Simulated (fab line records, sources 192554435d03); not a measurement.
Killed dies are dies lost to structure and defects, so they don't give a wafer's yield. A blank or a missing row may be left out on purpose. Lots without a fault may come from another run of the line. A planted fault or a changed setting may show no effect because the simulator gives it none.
fab line records | flow n5_finfet
record lots=11 wafers=32 last_day=17
route steps=1938 shown BEOL_M8@1336 PASSIVATION@1936
lots that met no fault: from a run of the same line without faults
start_h: hours from the record's first day to the start of the lot's first wafer shown | wait_h: hours since the lot's step before | " the same as in the row above | L1.1+2: a row that stands for several wafers | - no value, or no start given | * or withheld: withheld | < > ~ a bound
route shown NAME@n: a module of which the file shows steps, and the number in the route of the first | usual: mean/standard deviation of fault-free wafers | same: alike in all rows | chamber/n: place in a boat | sites: the reading at each site | _std_site: their standard deviation | _edge_site: outer sites' mean less inner sites' | radius_mm: how far each site lies from the wafer's centre | mask NAME#n: copy n | behind: the tool/chamber that last shaped the wafer | hold: why the lot was held/for how many hours/how that ended | device: the transistor (n, p or np) that didn't switch | end of line: the same wafers' tests at the end of the route | a step without rows: its recipe alone | killed: dies lost to structure and defects at the first sort, not the wafer's yield | map: a wafer's dies, x killed, . not, _ none there
set.NAME: the setting as run; set.NAME@STEP: as run at that earlier step | model.NAME: the simulator's own value behind a step, which no gauge read
steps of the route over a sample of lots; a table a step, a row a wafer
services: from which hour (start_h, from the record's first day; less than 0 if before it) a tool's chamber was out of use, for how many hours, and why
## steps
# step N5_BEOL_M8_HM_DEP_02
# recipe material=TiN target_thk_a=200 temp_c=25 chamber_pressure_pa=0.49996
# usual substrate_temp_c=25.00/0.11 throttle_valve_pct=29.7/1.1
# columns lot.wafer tool chamber start_h wait_h substrate_temp_c throttle_valve_pct
L471.2 pvd_sputter-02 - 208.37 1.1 25.04 27.4
L471.3 " - " " 24.97 30.7
L471.6 " - " " 24.86 31.2
L472.1 pvd_sputter-01 - 212.55 0.1 24.95 29.7
L472.4 " - " " 24.86 30.2
L472.6 " - " " 24.99 30.2
L473.1 pvd_sputter-01 - 220.55 0.5 24.97 28.7
L473.3 " - " " 24.87 29.6
L473.5 " - " " 24.99 30.2
L478.4 pvd_sputter-01 - 249.28 1.5 24.98 30.2
L478.5 " - " " 24.94 29.4
L479.1 pvd_sputter-01 - 249.58 1.3 24.94 29.8
L479.2 " - " " 24.87 29.5
L479.5 " - " " 25.05 30.2
L480.3 pvd_sputter-01 - 253.65 1.0 25.15 29.0
L480.4 " - " " 24.90 29.7
L480.6 " - " " 24.84 29.3
L491.1 pvd_sputter-01 - 324.48 0.4 24.91 29.5
L491.3 " - " " 25.18 30.1
L491.4 " - " " 24.83 28.6
L490.1 pvd_sputter-02 - 327.11 0.7 25.09 27.0
L490.3 " - " " 24.76 31.1
L490.5 " - " " 25.03 29.2
L488.1 pvd_sputter-02 - 331.21 1.6 25.29 29.2
L488.2 " - " " 25.07 31.1
L488.4 " - " " 25.04 27.2
L492.3 pvd_sputter-03 - 332.47 0.5 24.97 30.5
L492.4 " - " " 24.91 30.2
L492.6 " - " " 24.83 30.1
L494.3 pvd_sputter-01 - 343.94 2.4 25.10 30.2
L494.5 " - " " 25.04 29.9
L494.6 " - " " 25.08 30.3
# step N5_BEOL_M8_STRIP_19
# recipe chemistry=O2 power_w=400 temp_c=40 pressure_mtorr=30 rf_frequency_hz=6e+07 bias_power_w=0 overash_fraction=0.2 o2_flow_sccm=225
# usual drypump_motor_current_A=5.9/0.35 oes_product_au=0.78/0.087 rf_vpp_V=3.7/0.59 showerhead_plenum_p_Torr=2.06/0.065 throttle_valve_pct=16.62/0.21
# same overash_fraction=0.2
# columns lot.wafer tool chamber start_h wait_h drypump_motor_current_A oes_product_au rf_hours_counter_h rf_vpp_V showerhead_plenum_p_Torr throttle_valve_pct
L471.2 rie_diel-02 2 209.85 0.2 5.9 0.74 178 3.2 2.18 16.69
L471.3 " 3 " " 5.5 0.90 19 2.8 2.13 16.56
L471.6 " 2 " " 5.9 0.74 - 3.9 2.18 16.68
L472.1 rie_diel-03 0 213.83 0.1 6.1 0.75 137 3.5 2.01 16.60
L472.4 " 1 " " 6.6 0.71 237 3.9 2.07 16.97
L472.6 " 2 " " 5.7 0.78 - 3.5 2.08 16.49
L473.1 rie_diel-02 3 221.63 0.2 5.5 0.90 24 3.3 2.12 16.57
L473.3 " 1 " " 6.1 0.67 - 4.6 2.06 16.53
L473.5 " 3 " " 5.5 0.89 - 4.0 2.12 16.60
L478.4 rie_diel-02 2 251.66 0.4 5.9 0.72 189 4.6 2.18 16.72
L478.5 " 3 " " 5.5 0.86 - 3.6 2.12 16.61
L479.1 rie_diel-03 3 252.17 0.1 5.9 0.69 213 3.8 1.98 16.96
L479.2 " 0 " " 6.0 0.74 153 2.1 2.00 16.64
L479.5 " 2 " " 5.7 0.76 - 2.8 2.08 16.50
L480.3 rie_diel-03 0 255.60 0.1 6.1 0.74 156 3.5 2.00 16.66
L480.4 " 3 " " 5.9 0.68 - 3.9 1.98 16.94
L480.6 " 2 " " 5.7 0.75 - 4.2 2.08 16.54
L491.1 rie_diel-04 2 325.48 0.1 6.1 0.93 13 4.0 2.05 16.38
L491.3 " 1 " " 6.3 0.77 137 3.8 2.01 16.39
L491.4 " 0 " " 5.8 0.85 57 4.1 2.21 16.30
L490.1 rie_diel-02 3 328.01 0.1 5.5 0.83 64 3.5 2.11 16.65
L490.3 " 1 " " 6.0 0.91 10 2.7 2.04 16.15
L490.5 " 3 " " 5.5 0.83 - 4.3 2.11 16.65
L488.1 rie_diel-04 0 332.26 0.1 5.7 0.85 60 3.6 2.21 16.31
L488.2 " 2 " " 6.1 0.93 17 3.7 2.05 16.39
L488.4 " 3 " " 5.1 0.81 82 3.4 2.11 16.76
L492.3 rie_diel-02 3 333.33 0.1 5.5 0.83 66 3.8 2.11 16.66
L492.4 " 1 " " 6.0 0.91 - 3.9 2.04 16.17
L492.6 " 0 " " 6.4 0.79 - 3.8 2.00 16.63
L494.3 rie_diel-03 2 344.94 0.1 5.7 0.73 194 4.5 2.07 16.59
L494.5 " 2 " " 5.6 0.72 - 3.9 2.07 16.58
L494.6 " 3 " " 5.9 0.65 - 4.0 1.97 17.02
# step N5_BEOL_M8_ETCH_65
# recipe chemistry=CF4 target=SiARC target_depth_a=156 mask_material=CAR-EUV time_s=26 ion_energy_ev=80 pressure_mtorr=40 source_w=545 bias_w=36 Ar_flow_sccm=100 cf4_flow_sccm=100 ends=cleared
# usual drypump_motor_current_A=5.9/0.39 etch_rf_on_time_s=26.2/0.54 oes_product_au=0.68/0.071 rf_fwd_power_W=532.6/2.2 rf_vpp_V=183.9/1.2 showerhead_plenum_p_Torr=2.13/0.069 throttle_valve_pct=15.54/0.19
# columns lot.wafer tool chamber start_h wait_h drypump_motor_current_A etch_rf_on_time_s oes_product_au rf_fwd_power_W rf_hours_counter_h rf_vpp_V showerhead_plenum_p_Torr throttle_valve_pct
L471.2 rie_diel-03 2 210.82 0.0 5.7 24.8 0.67 531.0 140 183.6 2.14 15.49
L471.3 " 3 " " 5.9 26.3 0.60 536.0 195 181.5 2.04 15.87
L471.6 " 0 " " 6.0 26.8 0.63 530.5 - 184.5 2.05 15.55
L472.1 rie_diel-04 1 214.66 0.0 6.3 26.1 0.69 535.6 97 184.2 2.07 15.24
L472.4 " 2 " " 6.1 26.5 0.60 530.2 235 182.4 2.10 15.70
L472.6 " 0 " " 5.8 25.6 0.79 531.3 - 185.6 2.28 15.26
L473.1 rie_diel-04 3 223.86 0.0 5.0 26.0 0.74 531.7 45 183.0 2.18 15.66
L473.3 " 0 " " 5.8 25.7 0.77 531.7 22 185.0 2.28 15.26
L473.5 " 1 " " 6.2 26.1 0.68 535.1 - 181.8 2.07 15.24
L478.4 rie_diel-02 0 253.73 0.0 6.3 26.1 0.69 533.7 102 183.1 2.07 15.55
L478.5 " 3 " " 5.5 26.9 0.72 529.8 - 184.5 2.18 15.59
L479.1 rie_diel-02 1 254.13 0.0 6.0 26.1 0.58 533.0 241 185.0 2.12 15.65
L479.2 " 2 " " 5.9 26.6 0.61 533.2 191 184.6 2.20 15.54
L479.5 " 0 " " 6.3 25.7 0.70 529.7 - 182.6 2.07 15.58
L480.3 rie_diel-02 0 256.71 0.0 6.4 25.5 0.71 531.6 103 183.5 2.07 15.57
L480.4 " 2 " " 5.9 26.4 0.61 537.0 192 183.4 2.20 15.53
L480.6 " 2 " " 5.9 26.7 0.61 535.3 - 186.0 2.20 15.52
L491.1 rie_diel-03 3 326.78 0.0 5.9 26.9 0.56 531.5 244 182.2 2.02 15.97
L491.3 " 1 " " 6.6 26.1 0.80 534.4 23 182.9 2.10 15.46
L491.4 " 2 " " 5.7 25.4 0.63 528.4 185 184.9 2.13 15.57
L490.1 rie_diel-04 0 328.96 0.0 5.8 25.7 0.73 532.4 59 184.9 2.27 15.34
L490.3 " 1 " " 6.3 26.1 0.66 536.0 139 183.6 2.06 15.32
L490.5 " 2 " " 6.1 32.6 0.69 401.2 - 201.6 2.09 15.24
L488.1 rie_diel-04 2 334.66 0.0 6.1 32.7 0.69 400.0 17 201.6 2.09 15.28
L488.2 " 1 " " 6.2 26.1 0.66 534.4 141 184.6 2.06 15.32
L488.4 " 3 " " 5.1 25.8 0.70 531.7 83 183.2 2.17 15.74
L492.3 rie_diel-02 2 334.92 0.0 5.9 27.3 0.59 537.6 216 185.7 2.19 15.58
L492.4 " 1 " " 6.1 25.7 0.78 532.9 13 184.3 2.12 15.25
L492.6 " 2 " " 5.8 27.1 0.59 536.7 - 185.6 2.19 15.60
L494.3 rie_diel-02 1 347.02 0.0 6.0 25.5 0.77 532.2 18 182.3 2.12 15.25
L494.5 " 2 " " 5.9 27.2 0.59 534.8 - 183.9 2.19 15.60
L494.6 " 3 " " 5.5 27.1 0.68 529.8 - 184.2 2.17 15.68
# step N5_BEOL_M8_CD_MEAS_35
# recipe target_cd_nm=40 polarity=opening
# usual cd_nm=39.8/0.62
# columns lot.wafer tool chamber start_h wait_h cd_nm
L471.2 cd_sem-01 - 211.35 0.0 40.2
L471.3 " - " " 39.5
L471.6 " - " " 39.4
L472.1 cd_sem-02 - 215.20 0.0 40.4
L472.4 " - " " 40.5
L472.6 " - " " 40.1
L473.1 cd_sem-01 - 224.39 0.0 39.2
L473.3 " - " " 39.3
L473.5 " - " " 40.0
L478.4 cd_sem-02 - 254.27 0.0 38.5
L478.5 " - " " 38.6
L479.1 cd_sem-01 - 254.66 0.0 39.5
L479.2 " - " " 39.7
L479.5 " - " " 39.1
L480.3 cd_sem-01 - 257.24 0.0 40.0
L480.4 " - " " 40.1
L480.6 " - " " 39.8
L491.1 cd_sem-01 - 327.31 0.0 38.7
L491.3 " - " " 38.9
L491.4 " - " " 39.2
L490.1 cd_sem-03 - 329.49 0.0 40.7
L490.3 " - " " 41.0
L490.5 " - " " 40.7
L488.1 cd_sem-01 - 335.20 0.0 39.4
L488.2 " - " " 40.8
L488.4 " - " " 39.8
L492.3 cd_sem-02 - 335.46 0.0 40.4
L492.4 " - " " 40.8
L492.6 " - " " 40.3
L494.3 cd_sem-01 - 347.58 0.0 40.2
L494.5 " - " " 38.9
L494.6 " - " " 39.8
# step N5_PASSIVATION_PROBE_49
# usual defect_limited_yield=91.2/1.6 killed_at_M0_to_M3=31/10 killed_at_M4_up=14/4.4 killed_at_contacts=13/6 killed_at_front_end=43/13 killed_at_other=3.5/2.6 killed_dies=104/18 killed_open=68/14 killed_short=34/8.1 sort_bin_4_leakage=0.01/0.073 sort_bin_5_function=5.1/1.1 sort_bin_6_memory=3.3/0.68 sort_n_pass=1076/18 sort_yield_pct=91.2/1.6
# same gross_dies=1180 killed_at_back_side=0 sort_bin_8_speed[%]=0
# columns lot.wafer tool chamber start_h wait_h defect_limited_yield[%] killed_at_M0_to_M3 killed_at_M4_up killed_at_contacts killed_at_front_end killed_at_other killed_dies killed_open killed_short sort_bin_4_leakage[%] sort_bin_5_function[%] sort_bin_6_memory[%] sort_n_pass sort_yield_pct[%]
L488.1 prober-01 - 409.38 0.0 93.0 30 13 17 22 1 83 47 28 0.08 3.1 3.0 1096 92.9
# killed by level:class
L488.1 MOL_CONTACT_COAG:geometric_particle:open=13 BEOL_M0_SAQP:geometric_particle:short=6 BEOL_M2:geometric_particle:open=6 FIN_SAQP:geometric_particle:short=5 BEOL_M0_SAQP:geometric_particle:open=5 BEOL_M3:geometric_particle:open=5 HKMG_FIN:area_etch=5 FIN_SAQP:geometric_particle:open=4
## services
# columns tool chamber start_h hours kind
rie_diel-02 1 186.80 2.4 repair
rie_diel-02 0 218.61 13.5 repair
rie_diel-04 3 229.55 4.3 repair
rie_diel-03 1 249.80 - clean
rie_diel-03 1 249.80 - consumable_replace:focus_ring
rie_diel-03 1 249.80 19.8 scheduled_down
rie_diel-03 1 249.80 19.8 vent_cycle
pvd_sputter-01 - 254.97 2.7 repair
rie_diel-04 2 266.04 - clean
rie_diel-04 2 266.04 - consumable_replace:focus_ring
rie_diel-04 2 266.04 20.8 scheduled_down
rie_diel-04 2 266.04 20.8 vent_cycle
rie_diel-03 2 280.67 4.3 repair
rie_diel-02 1 282.03 - clean
rie_diel-02 1 282.03 - consumable_replace:focus_ring
rie_diel-02 1 282.03 19.3 scheduled_down
rie_diel-02 1 282.03 19.3 vent_cycle
rie_diel-03 0 298.30 15.4 repair
rie_diel-02 2 324.37 9.4 repair
rie_diel-03 1 329.91 16.6 repair
rie_diel-03 3 346.98 - clean
rie_diel-03 3 346.98 - consumable_replace:focus_ring
rie_diel-03 3 346.98 - consumable_replace:showerhead
rie_diel-03 3 346.98 11.8 scheduled_down
## key
first_sign step=N5_BEOL_M8_ETCH_65 reading=rf_fwd_power_W direction=down sigmas=61 usual=* struck=*
effect step=N5_BEOL_M8_ETCH_65 reading=rf_vpp_V direction=up sigmas=15 usual=183.9 struck=201.6
met_at N5_BEOL_M8_ETCH_65
struck_lots L488,L490
struck_wafers L488.1,L490.5
not_acting_at N5_BEOL_M8_HM_DEP_02,N5_BEOL_M8_STRIP_19,N5_BEOL_M8_CD_MEAS_35
onset_between 214.66 328.96
fault kind=process_parameter_drift tool=rie_diel-04 chamber=2 onset_h=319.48 steps=N5_BEOL_M8_ETCH_65 channel=source_w offset=-130.8 shape=step end_h=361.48 acts_in=these_recipes_only stated=545
